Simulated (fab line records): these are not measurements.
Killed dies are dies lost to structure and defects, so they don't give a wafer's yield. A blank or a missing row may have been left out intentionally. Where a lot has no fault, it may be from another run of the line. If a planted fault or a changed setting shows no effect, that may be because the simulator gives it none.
fab line records	flow n5_finfet
record lots=7	wafers=21
route steps=1938 shown WELL_APT@21 FIN_CUT@160 SD_EPI_N@273 HKMG_FIN@402 MOL_CONTACT_COAG@563
start_h: the number of hours between the record's first day and the start of the first shown wafer of the lot	wait_h: hours from the lot's prior step to this one	" repeats the value in the row above	L1.1+2: a single row standing in for several wafers	- value missing, or start not given	* or withheld: withheld	< > ~ a bound
route shown NAME@n: NAME is a module with steps in the file, n the number in the route of the first one	usual: the fault-free wafers' mean and standard deviation	same: alike in all rows	chamber/n: place in a boat	sites: each site's reading	_std_site: how widely they spread, as a standard deviation	_edge_site: mean of outer sites minus mean of inner sites	radius_mm: how far each site lies from the wafer's centre	mask NAME#n: copy n	behind: the tool/chamber that last shaped the wafer	hold: reason for holding the lot/hours on hold/outcome of the hold	device: which transistor (n, p or np) failed to switch	end of line: the tests these same wafers got at the end of their route	where a step has no rows: the recipe by itself	killed: dies that structure and defects cost at the first sort, which is not the same as the wafer's yield	map: per-die view of a wafer (x killed, . not killed, _ where there is no die)
set.NAME: the setting the step ran with; set.NAME@STEP: the setting that earlier step ran with	model.NAME: the simulator's own value behind a step, which no gauge read
lots where settings were altered on purpose, with a table for each step and a row for each wafer
## steps
# step N5_WELL_APT_COAT_02
# recipe spin_rpm=1357	resist_thk_nm=950
lot.wafer	tool	chamber	start_h	wait_h	set.spin_rpm	model.coat_of_WELL_APT_COAT_02.thk_nm
L076.2	litho_track-04	0	-	-	1455	924.7
L076.4	"	0	"	"	1455	922.9
L076.5	"	0	"	"	1357	955.7
L078.4	litho_track-05	0	-	-	1357	945.3
L078.5	"	0	"	"	1208	1003
L078.6	"	0	"	"	1357	942.4
L080.2	litho_track-02	0	-	-	1357	952.2
L080.3	"	0	"	"	1490	910.9
L080.4	"	0	"	"	1357	953.8
L087.1	litho_track-02	0	-	-	1454	921.6
L087.2	"	0	"	"	1357	953.3
L087.5	"	0	"	"	1357	954.6
L088.1	litho_track-02	0	-	-	1357	950.4
L088.2	"	0	"	"	1357	948.5
L088.4	"	0	"	"	1357	950
L089.1	litho_track-05	0	-	-	1357	950.5
L089.3	"	0	"	"	1357	953.9
L089.4	"	0	"	"	1357	949.1
L097.1	litho_track-05	0	-	-	1316	965.8
L097.3	"	0	"	"	1357	951.8
L097.5	"	0	"	"	1316	962.4
# step N5_FIN_CUT_EXPOSE_05
# recipe mask_id=FIN_CUT	na=0.33	source_shape=annular	sigma_inner=0.35	sigma_outer=0.8	polarization=unpolarized	dose_mj=45.75
lot.wafer	tool	chamber	start_h	wait_h	mask	set.dose_mj
L076.2	euv_scanner-02	0	38.35	-	FIN_CUT#0	45.75
L076.4+5	"	0	"	"	FIN_CUT#0	47.03
L078.4+6	euv_scanner-01	0	51.03	-	FIN_CUT#0	45.75
L078.5	"	0	"	"	FIN_CUT#0	42.58
L080.2+4	euv_scanner-01	0	62.79	-	FIN_CUT#0	45.75
L080.3	"	0	"	"	FIN_CUT#0	47.17
L087.1+2+5	euv_scanner-01	0	107.24	-	FIN_CUT#0	45.75
L088.1+4	euv_scanner-01	0	110.19	-	FIN_CUT#0	45.75
L088.2	"	0	"	"	FIN_CUT#0	49.02
L089.1+3+4	euv_scanner-01	0	116.63	-	FIN_CUT#0	45.75
L097.1+3+5	euv_scanner-02	0	164.81	-	FIN_CUT#0	45.75
# step N5_FIN_CUT_PEB_06
# recipe peb_temp_c=100	peb_time_s=60	resist=CAR-EUV
# step N5_FIN_CUT_DEVELOP_07
# recipe develop_time_s=30	developer=TMAH	resist=CAR-EUV	rinse_liquid=surfactant_rinse	dry=air_spin	dev_temp_c=23
# step N5_FIN_CUT_CD_MEAS_08
# recipe target_cd_nm=29.1	landing_energy_ev=500	detector=se_inlens	polarity=opening
# usual cd_nm=29.13/0.2
lot.wafer	tool	chamber	start_h	wait_h	set.dose_mj@FIN_CUT_EXPOSE_05	cd_nm
L076.2	cd_sem-02	0	38.48	-	45.75	29.25
L076.4	"	0	"	"	47.03	29.64
L076.5	"	0	"	"	47.03	29.34
L078.4	cd_sem-01	0	51.14	-	45.75	29.04
L078.5	"	0	"	"	42.58	28.18
L078.6	"	0	"	"	45.75	28.85
L080.2	cd_sem-03	0	62.92	-	45.75	28.94
L080.3	"	0	"	"	47.17	29.66
L080.4	"	0	"	"	45.75	29.33
L087.1	cd_sem-03	0	107.37	-	45.75	29.23
L087.2	"	0	"	"	45.75	29.08
L087.5	"	0	"	"	45.75	29.33
L088.1	cd_sem-01	0	110.32	-	45.75	29.13
L088.2	"	0	"	"	49.02	30.51
L088.4	"	0	"	"	45.75	28.92
L089.1	cd_sem-03	0	116.76	-	45.75	29.48
L089.3	"	0	"	"	45.75	29.39
L089.4	"	0	"	"	45.75	29.32
L097.1	cd_sem-01	0	164.95	-	45.75	29.17
L097.3	"	0	"	"	45.75	29.06
L097.5	"	0	"	"	45.75	29.31
# step N5_FIN_CUT_DESCUM_13
# recipe chemistry=O2	time_s=7	source_power_w=50	bias_power_w=20	pressure_mtorr=20	rf_frequency_hz=2.712e+07	temp_c=40	resist=CAR-EUV	o2_flow_sccm=225
# step N5_FIN_CUT_ETCH_30
# recipe chemistry=N2/H2	target=underlayer	target_depth_a=130	mask_material=CAR-EUV	time_s=10.4	ion_energy_ev=200	pressure_mtorr=30	source_w=840	bias_w=150	n2_flow_sccm=200	h2_flow_sccm=200	ends=cleared
lot.wafer	tool	chamber	start_h	wait_h	set.dose_mj@FIN_CUT_EXPOSE_05	model.FIN_CUT.cd_offset_nm
L076.2	rie_diel-06	0	38.63	0.0	45.75	0
L076.4	"	2	"	"	47.03	0.8
L076.5	"	0	"	"	47.03	0.4
L078.4+6	rie_diel-06	3,0	51.30	0.0	45.75	-0.2
L078.5	"	2	"	"	42.58	-1.2
L080.2	rie_diel-06	0	63.07	0.0	45.75	0
L080.3	"	2	"	"	47.17	0.8
L080.4	"	1	"	"	45.75	-0.4
L087.1+2	rie_diel-05	0,1	107.57	0.0	45.75	0
L087.5	"	1	"	"	45.75	0.2
L088.1+4	rie_diel-06	0,2	110.48	0.0	45.75	-0.2
L088.2	"	1	"	"	49.02	0.8
L089.1	rie_diel-02	0	116.92	0.0	45.75	-0.2
L089.3	"	3	"	"	45.75	0.2
L089.4	"	3	"	"	45.75	0
L097.1	rie_diel-02	2	165.11	0.0	45.75	0.2
L097.3	"	3	"	"	45.75	0
L097.5	"	0	"	"	45.75	-0.2
# step N5_FIN_CUT_ETCH_20
# recipe chemistry=CF4	target=SiARC	target_depth_a=260	mask_material=CAR-EUV	time_s=43.3	ion_energy_ev=80	pressure_mtorr=40	source_w=545	bias_w=36	Ar_flow_sccm=100	cf4_flow_sccm=100	ends=cleared
lot.wafer	tool	chamber	start_h	wait_h	set.dose_mj@FIN_CUT_EXPOSE_05	model.FIN_CUT.cd_offset_nm
L076.2	rie_diel-06	0	38.65	0.0	45.75	0.2
L076.4	"	2	"	"	47.03	0.8
L076.5	"	0	"	"	47.03	0.6
L078.4	rie_diel-06	3	51.33	0.0	45.75	-0.4
L078.5	"	2	"	"	42.58	-1.2
L078.6	"	0	"	"	45.75	0
L080.2	rie_diel-06	0	63.09	0.0	45.75	0
L080.3	"	2	"	"	47.17	0.8
L080.4	"	1	"	"	45.75	-0.2
L087.1+2+5	rie_diel-05	0,1,1	107.59	0.0	45.75	0
L088.1+4	rie_diel-06	0,2	110.50	0.0	45.75	0
L088.2	"	1	"	"	49.02	0.8
L089.1+3+4	rie_diel-02	0,3,3	116.94	0.0	45.75	0
L097.1	rie_diel-02	2	165.13	0.0	45.75	0.2
L097.3+5	"	3,0	"	"	45.75	0
# step N5_SD_EPI_N_DESCUM_14
# recipe chemistry=O2	time_s=7.9	source_power_w=50	bias_power_w=20	pressure_mtorr=20	rf_frequency_hz=2.712e+07	temp_c=40	resist=CAR-ArF-block	o2_flow_sccm=225
lot.wafer	tool	chamber	start_h	wait_h	set.time_s	model.CAR-ArF-block_of_SD_EPI_N_COAT_03.thk_nm
L076.2	rie_diel-03	3	62.86	0.6	7.9	143.4
L076.4	"	2	"	"	7.9	143.2
L076.5	"	3	"	"	6.16	144.6
L078.4	rie_diel-01	0	73.18	0.1	7.9	143.2
L078.5	"	0	"	"	7.9	143.6
L078.6	"	3	"	"	8.761	142.8
L080.2	rie_diel-01	0	84.59	0.2	6.388	144
L080.3	"	1	"	"	6.388	143.8
L080.4	"	3	"	"	6.388	144.4
L087.1	rie_diel-01	3	129.83	0.2	7.9	143.4
L087.2	"	0	"	"	6.354	145
L087.5	"	0	"	"	6.354	144.6
L088.1	rie_diel-03	1	131.76	0.2	7.9	143.4
L088.2	"	3	"	"	6.965	143.8
L088.4	"	0	"	"	6.965	143.6
L089.1	rie_diel-01	1	137.51	0.0	7.9	143.4
L089.3	"	3	"	"	7.9	143.8
L089.4	"	0	"	"	7.9	143.6
L097.1+3	rie_diel-04	0,2	186.04	0.0	6.782	144.2
L097.5	"	3	"	"	7.9	143.4
# step N5_SD_EPI_N_ETCH_34
# recipe chemistry=CF4	target=SiARC	target_depth_a=455	mask_material=CAR-ArF-block	time_s=75.8	ion_energy_ev=80	pressure_mtorr=40	source_w=545	bias_w=36	Ar_flow_sccm=100	cf4_flow_sccm=100	ends=cleared
lot.wafer	tool	chamber	start_h	wait_h	set.time_s@SD_EPI_N_DESCUM_14	model.CAR-ArF-block_of_SD_EPI_N_COAT_03.thk_nm
L076.2+4	rie_diel-03	3,2	62.89	0.0	7.9	110.8
L076.5	"	3	"	"	6.16	112.2
L078.4	rie_diel-01	0	73.21	0.0	7.9	110.8
L078.5	"	0	"	"	7.9	111.2
L078.6	"	3	"	"	8.761	110.2
L080.2	rie_diel-01	0	84.63	0.0	6.388	111.6
L080.3	"	1	"	"	6.388	111.4
L080.4	"	3	"	"	6.388	112
L087.1	rie_diel-01	3	129.87	0.0	7.9	111.2
L087.2	"	0	"	"	6.354	112.4
L087.5	"	0	"	"	6.354	112.2
L088.1	rie_diel-03	1	131.79	0.0	7.9	111
L088.2	"	3	"	"	6.965	111.2
L088.4	"	0	"	"	6.965	111
L089.1+4	rie_diel-01	1,0	137.55	0.0	7.9	111.2
L089.3	"	3	"	"	7.9	111.4
L097.1	rie_diel-04	0	186.07	0.0	6.782	111.8
L097.3	"	2	"	"	6.782	111.6
L097.5	"	3	"	"	7.9	111
# step N5_SD_EPI_N_ETCH_35
# recipe chemistry=N2/H2	target=SOC	overetch_a=1080	mask_material=SiARC	temp_c=40	ion_energy_ev=100	source_w=3000	bias_w=133	pressure_mtorr=20	time_s=486	n2_flow_sccm=200	h2_flow_sccm=200
lot.wafer	tool	chamber	start_h	wait_h	set.time_s	model.SiARC_of_SD_EPI_N_COAT_33.thk_nm
L076.2	rie_diel-03	3	62.95	0.0	486	19.8
L076.4	"	2	"	"	385.3	22.4
L076.5	"	3	"	"	486	20
L078.4	rie_diel-01	0	73.27	0.0	556.8	17.8
L078.5	"	0	"	"	486	20
L078.6	"	3	"	"	486	19.4
L080.2	rie_diel-01	0	84.68	0.0	486	20
L080.3+4	"	1,3	"	"	486	19.2
L087.1	rie_diel-01	3	129.92	0.0	486	19.6
L087.2	"	0	"	"	486	20.2
L087.5	"	0	"	"	486	20
L088.1+2	rie_diel-03	1,3	131.85	0.0	486	20.2
L088.4	"	0	"	"	486	19.8
L089.1	rie_diel-01	1	137.60	0.0	486	19.2
L089.3	"	3	"	"	486	19.4
L089.4	"	0	"	"	486	19.8
L097.1	rie_diel-04	0	186.13	0.0	486	20.2
L097.3+5	"	2,3	"	"	486	19.8
# step N5_SD_EPI_N_STRIP_36
# recipe chemistry=N2/H2	temp_c=40	n2_flow_sccm=200	h2_flow_sccm=200	rf_frequency_hz=6e+07
# step N5_SD_EPI_N_ETCHBACK_44
# recipe chemistry=CH3F/O2	mode=anisotropic_etchback	target=SiNx	target_depth_a=145	stop_on=SiO2	over_etch_frac=0.3	ion_energy_ev=120	pressure_mtorr=30	source_w=395	bias_w=73	Ar_flow_sccm=150	CH3F_flow_sccm=30	O2_flow_sccm=20
# step N5_SD_EPI_N_ETCH_45
# recipe chemistry=CH3F/O2	target=SiOCN	target_depth_a=60	mask_material=SOC	ion_energy_ev=60	bias_w=29	pressure_mtorr=15	source_w=410	Ar_flow_sccm=150	CH3F_flow_sccm=30	O2_flow_sccm=20
# step N5_SD_EPI_N_ETCH_16
# recipe chemistry=CHF3/O2	target=SiO2	target_depth_a=50	mask_material=SOC	pressure_mtorr=30	source_w=650	bias_w=170	Ar_flow_sccm=200	CHF3_flow_sccm=50	O2_flow_sccm=5	ion_energy_ev=200
lot.wafer	tool	chamber	start_h	wait_h	set.time_s@SD_EPI_N_ETCH_35	model.SiARC_of_SD_EPI_N_COAT_33.thk_nm
L076.2+5	rie_diel-03	3	63.47	0.1	486	12.8
L076.4	"	2	"	"	385.3	15
L078.4	rie_diel-01	0	73.79	0.1	556.8	10.6
L078.5	"	0	"	"	486	12.8
L078.6	"	3	"	"	486	12.2
L080.2	rie_diel-01	0	85.21	0.1	486	12.8
L080.3	"	1	"	"	486	11.8
L080.4	"	3	"	"	486	12
L087.1	rie_diel-01	3	130.45	0.1	486	12.2
L087.2	"	0	"	"	486	13
L087.5	"	0	"	"	486	12.8
L088.1+2	rie_diel-03	1,3	132.37	0.1	486	13
L088.4	"	0	"	"	486	12.6
L089.1	rie_diel-01	1	138.13	0.1	486	11.8
L089.3	"	3	"	"	486	12
L089.4	"	0	"	"	486	12.6
L097.1	rie_diel-04	0	186.65	0.1	486	13
L097.3+5	"	2,3	"	"	486	12.4
# step N5_HKMG_FIN_ETCH_54
# recipe chemistry=CF4	target=SiARC	target_depth_a=455	mask_material=CAR-ArF	time_s=75.8	ion_energy_ev=80	pressure_mtorr=40	source_w=545	bias_w=36	Ar_flow_sccm=100	cf4_flow_sccm=100	ends=cleared
# usual etch_rf_on_time_s=75.4/1.3	rf_vpp_V=184.3/0.97
lot.wafer	tool	chamber	start_h	wait_h	set.source_w	etch_rf_on_time_s	rf_vpp_V
L076.2	rie_diel-03	2	85.32	0.0	545	74.5	184.0
L076.4	"	3	"	"	545	75.1	185.5
L076.5	"	3	"	"	609.7	68.0	177.5
L078.4	rie_diel-03	3	95.58	0.0	545	75.0	185.0
L078.5	"	0	"	"	545	74.4	185.8
L078.6	"	1	"	"	545	76.7	184.8
L080.2	rie_diel-04	1	107.64	0.0	545	74.4	185.4
L080.3	"	2	"	"	545	75.2	184.6
L080.4	"	0	"	"	545	76.6	182.3
L087.1	rie_diel-04	0	152.21	0.0	545	77.2	182.6
L087.2	"	2	"	"	545	75.9	183.3
L087.5	"	1	"	"	545	75.9	183.9
L088.1	rie_diel-03	3	156.47	0.0	630.6	66.8	175.2
L088.2	"	1	"	"	545	78.4	184.4
L088.4	"	0	"	"	630.6	66.3	175.0
L089.1	rie_diel-03	3	163.25	0.0	545	76.0	184.4
L089.3	"	1	"	"	545	77.8	183.1
L089.4	"	2	"	"	545	73.3	184.0
L097.1	rie_diel-04	3	209.53	0.0	516.1	79.8	187.8
L097.3	"	0	"	"	516.1	81.2	186.7
L097.5	"	3	"	"	545	76.1	184.1
# step N5_HKMG_FIN_ETCH_55
# recipe chemistry=N2/H2	target=SOC	target_depth_a=2400	temp_c=40	time_s=300	ion_energy_ev=200	mask_material=SiARC	pressure_mtorr=30	source_w=840	bias_w=150	n2_flow_sccm=200	h2_flow_sccm=200
# usual rf_vpp_V=524.7/2.1
lot.wafer	tool	chamber	start_h	wait_h	set.bias_w	rf_vpp_V	model.HKMG_FIN.feature_depth_nm	model.etch.depth_nm	model.SiARC_of_HKMG_FIN_COAT_42.thk_nm
L076.2	rie_diel-03	2	85.37	0.0	128.8	475.8	224.4	224.4	23.8
L076.4	"	3	"	"	150	525.6	235.2	235.2	22
L076.5	"	3	"	"	128.8	478.2	220	220	24.4
L078.4	rie_diel-03	3	95.63	0.0	150	526.9	237.4	237.4	21.8
L078.5	"	0	"	"	150	527.6	237	236.9	21.4
L078.6	"	1	"	"	150	523.5	232	232	21.2
L080.2	rie_diel-04	1	107.70	0.0	150	525.5	241.6	241.7	20.8
L080.3	"	2	"	"	126.9	470.0	222.4	222.4	23.6
L080.4	"	0	"	"	150	524.0	239	239.1	21.2
L087.1	rie_diel-04	0	152.26	0.0	150	523.3	235.6	235.6	21.8
L087.2	"	2	"	"	176.7	578.8	260.8	260.9	18
L087.5	"	1	"	"	176.7	582.8	265.2	265.2	18
L088.1	rie_diel-03	3	156.52	0.0	150	525.2	238	237.9	21.8
L088.2	"	1	"	"	150	524.9	232.2	232.1	21.6
L088.4	"	0	"	"	129.7	481.0	220.8	220.8	24
L089.1	rie_diel-03	3	163.30	0.0	150	526.6	239.2	239.2	21.6
L089.3	"	1	"	"	150	522.7	234.4	234.4	21.2
L089.4	"	2	"	"	150	524.4	244	244	21
L097.1	rie_diel-04	3	209.59	0.0	150	525.5	239.6	239.7	21.2
L097.3	"	0	"	"	173.5	573.4	254.2	254.2	19.2
L097.5	"	3	"	"	173.5	575.1	258.2	258.3	18.6
# step N5_HKMG_FIN_ETCH_32
# recipe chemistry=N2/H2	target=SOC	target_depth_a=2400	temp_c=40	time_s=300	ion_energy_ev=200	mask_material=SiARC	pressure_mtorr=30	source_w=840	bias_w=150	n2_flow_sccm=200	h2_flow_sccm=200
# usual rf_vpp_V=524.9/2.1
lot.wafer	tool	chamber	start_h	wait_h	set.source_w	rf_vpp_V	model.etch.depth_nm	model.HKMG_FIN.feature_depth_nm
L076.2	rie_diel-03	0	88.81	0.0	840	527.5	242.9	242.8
L076.4	"	2	"	"	840	524.2	246.6	246.6
L076.5	"	3	"	"	840	526.8	239.2	239.2
L078.4	rie_diel-03	0	99.16	0.0	840	527.8	237.1	237.2
L078.5	"	3	"	"	840	526.2	236.9	237
L078.6	"	0	"	"	840	528.3	237.8	237.8
L080.2	rie_diel-03	2	111.31	0.0	944.2	503.2	268.3	268.4
L080.3	"	0	"	"	840	527.6	237.8	237.8
L080.4	"	1	"	"	944.2	503.1	253.8	253.8
L087.1	rie_diel-01	0	155.70	0.0	840	524.9	236.6	236.6
L087.2	"	3	"	"	840	529.2	245.8	245.8
L087.5	"	2	"	"	935.7	502.8	263.9	263.8
L088.1	rie_diel-04	1	159.89	0.0	751.1	544.0	219.1	219
L088.2	"	0	"	"	751.1	542.2	215.3	215.4
L088.4	"	2	"	"	751.1	542.1	219.7	219.6
L089.1	rie_diel-04	3	166.67	0.0	840	525.4	236.7	236.8
L089.3	"	0	"	"	840	522.3	234	234
L089.4	"	2	"	"	840	523.1	238.3	238.4
L097.1	rie_diel-01	1	212.85	0.0	840	526.4	242.6	242.6
L097.3	"	2	"	"	840	520.7	241.8	241.8
L097.5	"	3	"	"	748.1	547.8	222.9	223
# step N5_MOL_CONTACT_COAG_PECVD_31
# recipe material=SiO2	target_thk_a=460	temp_c=400	precursor=TEOS/O2	pressure_torr=6.5	rf_w=withheld	teos_flow_sccm=withheld	gas=O2	flow_sccm=2650	time_s=8.9
lot.wafer	tool	chamber	start_h	wait_h	set.time_s	model.SiO2_of_MOL_CONTACT_COAG_PECVD_31.thk_nm
L076.2	pecvd-04	1	113.72	0.3	8.9	46.6
L076.4	"	0	"	"	8.9	47
L076.5	"	2	"	"	8.9	47.4
L078.4+6	pecvd-04	2,1	119.76	0.3	9.711	51.4
L078.5	"	0	"	"	8.9	47.2
L080.2	pecvd-02	0	133.27	0.3	8.9	45.8
L080.3	"	2	"	"	9.615	49.4
L080.4	"	1	"	"	9.615	49.6
L087.1	pecvd-04	0	176.26	0.3	9.894	51.4
L087.2	"	1	"	"	8.9	46.4
L087.5	"	0	"	"	8.9	47
L088.1	pecvd-01	1	181.42	0.3	8.9	46.6
L088.2	"	0	"	"	8.9	46
L088.4	"	0	"	"	8.9	46.2
L089.1	pecvd-01	1	194.45	0.3	8.9	46
L089.3	"	2	"	"	8.9	46.2
L089.4	"	0	"	"	8.9	47
L097.1	pecvd-02	0	235.33	0.3	8.9	45.6
L097.3	"	1	"	"	9.631	49.8
L097.5	"	0	"	"	8.9	47.2
# step N5_MOL_CONTACT_COAG_COAT_75
# recipe resist=SOC	temp_c=250	time_s=60	spin_rpm=1500	resist_thk_nm=60
# step N5_MOL_CONTACT_COAG_COAT_76
# recipe resist=SiARC	temp_c=220	time_s=60	spin_rpm=1500	resist_thk_nm=10
# step N5_MOL_CONTACT_COAG_ETCHBACK_135
# recipe chemistry=CHF3	target=SiO2	target_depth_a=250	time_s=16.7	ion_energy_ev=200	pressure_mtorr=30	source_w=610	bias_w=170	Ar_flow_sccm=200	CHF3_flow_sccm=50
# step N5_MOL_CONTACT_COAG_STRIP_118
# recipe chemistry=CHF3	resist=SiARC	rf_frequency_hz=6e+07
# step N5_MOL_CONTACT_COAG_VIA_ETCH_46
# recipe chemistry=C4F6/O2	target_depth_a=460	overetch_a=92	mask_material=SOC	target=SiO2	bias_w=455	pressure_mtorr=10	time_s=40	source_w=325	Ar_flow_sccm=300	C4F6_flow_sccm=10	O2_flow_sccm=10	ion_energy_ev=575.3	ends=end_point
lot.wafer	tool	chamber	start_h	wait_h	set.time_s@MOL_CONTACT_COAG_PECVD_31	model.etch.depth_nm
L076.2	rie_diel-01	3	114.85	0.0	8.9	46.54
L076.4	"	1	"	"	8.9	46.97
L076.5	"	2	"	"	8.9	47.34
L078.4	rie_diel-04	0	120.67	0.0	9.711	51.35
L078.5	"	3	"	"	8.9	47.25
L078.6	"	0	"	"	9.711	51.37
L080.2	rie_diel-01	0	134.32	0.0	8.9	45.76
L080.3	"	3	"	"	9.615	49.47
L080.4	"	1	"	"	9.615	49.68
L087.1	rie_diel-01	2	177.50	0.0	9.894	51.41
L087.2	"	1	"	"	8.9	46.45
L087.5	"	3	"	"	8.9	47
L088.1	rie_diel-01	2	182.35	0.0	8.9	46.52
L088.2	"	3	"	"	8.9	46.09
L088.4	"	1	"	"	8.9	46.2
L089.1	rie_diel-03	0	195.52	0.0	8.9	46.07
L089.3	"	2	"	"	8.9	46.28
L089.4	"	2	"	"	8.9	47.06
L097.1	rie_diel-03	2	236.47	0.0	8.9	45.67
L097.3	"	1	"	"	9.631	49.7
L097.5	"	1	"	"	8.9	47.14
# step N5_MOL_CONTACT_COAG_CVD_140
# recipe material=W	target_thk_a=665	mode=selective_fill	temp_c=300	time_s=215
lot.wafer	tool	chamber	start_h	wait_h	set.target_thk_a	model.W_of_MOL_CONTACT_COAG_CVD_140.thk_nm
L076.2	cvd_w-02	1	117.04	0.1	665	66.6
L076.4	"	1	"	"	715.2	71.4
L076.5	"	0	"	"	715.2	72.8
L078.4	cvd_w-02	0	122.48	0.1	665	66.4
L078.5	"	1	"	"	610.8	61
L078.6	"	0	"	"	610.8	61.6
L080.2+4	cvd_w-02	0,1	136.19	0.1	687.6	69.6
L080.3	"	0	"	"	665	66.6
L087.1	cvd_w-01	0	179.55	0.1	745	73.2
L087.2	"	0	"	"	665	65.2
L087.5	"	0	"	"	745	74
L088.1	cvd_w-01	1	184.21	0.1	665	65
L088.2	"	0	"	"	748.8	73.2
L088.4	"	0	"	"	748.8	74.4
L089.1	cvd_w-02	1	197.28	0.1	665	66.8
L089.3+4	"	0,1	"	"	665	66
L097.1	cvd_w-01	1	238.39	0.1	665	67.4
L097.3	"	1	"	"	665	66.8
L097.5	"	1	"	"	665	66.4
## key
split step=N5_WELL_APT_COAT_02	setting=spin_rpm	stated=1357	by=wafer
response step=N5_WELL_APT_COAT_02	reading=model.coat_of_WELL_APT_COAT_02.thk_nm	change=-4.75	per=1%	r=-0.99
split step=N5_FIN_CUT_EXPOSE_05	setting=dose_mj	stated=45.75	by=wafer
response step=N5_FIN_CUT_CD_MEAS_08	reading=cd_nm	change=+0.156	per=1%	r=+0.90
response step=N5_FIN_CUT_ETCH_30	reading=model.FIN_CUT.cd_offset_nm	change=+0.162	per=1%	r=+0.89
response step=N5_FIN_CUT_ETCH_20	reading=model.FIN_CUT.cd_offset_nm	change=+0.144	per=1%	r=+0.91
split step=N5_SD_EPI_N_DESCUM_14	setting=time_s	stated=7.9	by=wafer
response step=N5_SD_EPI_N_DESCUM_14	reading=model.CAR-ArF-block_of_SD_EPI_N_COAT_03.thk_nm	change=-0.0583	per=1%	r=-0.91
response step=N5_SD_EPI_N_ETCH_34	reading=model.CAR-ArF-block_of_SD_EPI_N_COAT_03.thk_nm	change=-0.0544	per=1%	r=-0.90
split step=N5_SD_EPI_N_ETCH_35	setting=time_s	stated=486	by=wafer
response step=N5_SD_EPI_N_ETCH_35	reading=model.SiARC_of_SD_EPI_N_COAT_33.thk_nm	change=-0.124	per=1%	r=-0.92
response step=N5_SD_EPI_N_ETCH_16	reading=model.SiARC_of_SD_EPI_N_COAT_33.thk_nm	change=-0.114	per=1%	r=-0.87
split step=N5_HKMG_FIN_ETCH_54	setting=source_w	stated=545	by=wafer
response step=N5_HKMG_FIN_ETCH_54	reading=etch_rf_on_time_s	change=*	per=1%	r=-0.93
response step=N5_HKMG_FIN_ETCH_54	reading=rf_vpp_V	change=-0.598	per=1%	r=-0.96
split step=N5_HKMG_FIN_ETCH_55	setting=bias_w	stated=150	by=wafer
response step=N5_HKMG_FIN_ETCH_55	reading=rf_vpp_V	change=+3.31	per=1%	r=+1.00
response step=N5_HKMG_FIN_ETCH_55	reading=model.HKMG_FIN.feature_depth_nm	change=+1.18	per=1%	r=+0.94
response step=N5_HKMG_FIN_ETCH_55	reading=model.etch.depth_nm	change=+1.18	per=1%	r=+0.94
response step=N5_HKMG_FIN_ETCH_55	reading=model.SiARC_of_HKMG_FIN_COAT_42.thk_nm	change=-0.173	per=1%	r=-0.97
split step=N5_HKMG_FIN_ETCH_32	setting=source_w	stated=840	by=wafer
response step=N5_HKMG_FIN_ETCH_32	reading=rf_vpp_V	change=-2.09	per=1%	r=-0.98
response step=N5_HKMG_FIN_ETCH_32	reading=model.etch.depth_nm	change=+1.88	per=1%	r=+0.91
response step=N5_HKMG_FIN_ETCH_32	reading=model.HKMG_FIN.feature_depth_nm	change=+1.88	per=1%	r=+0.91
split step=N5_MOL_CONTACT_COAG_PECVD_31	setting=time_s	stated=8.9	by=wafer
response step=N5_MOL_CONTACT_COAG_PECVD_31	reading=model.SiO2_of_MOL_CONTACT_COAG_PECVD_31.thk_nm	change=+0.437	per=1%	r=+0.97
response step=N5_MOL_CONTACT_COAG_VIA_ETCH_46	reading=model.etch.depth_nm	change=+0.434	per=1%	r=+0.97
split step=N5_MOL_CONTACT_COAG_CVD_140	setting=target_thk_a	stated=665	by=wafer
response step=N5_MOL_CONTACT_COAG_CVD_140	reading=model.W_of_MOL_CONTACT_COAG_CVD_140.thk_nm	change=+0.696	per=1%	r=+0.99
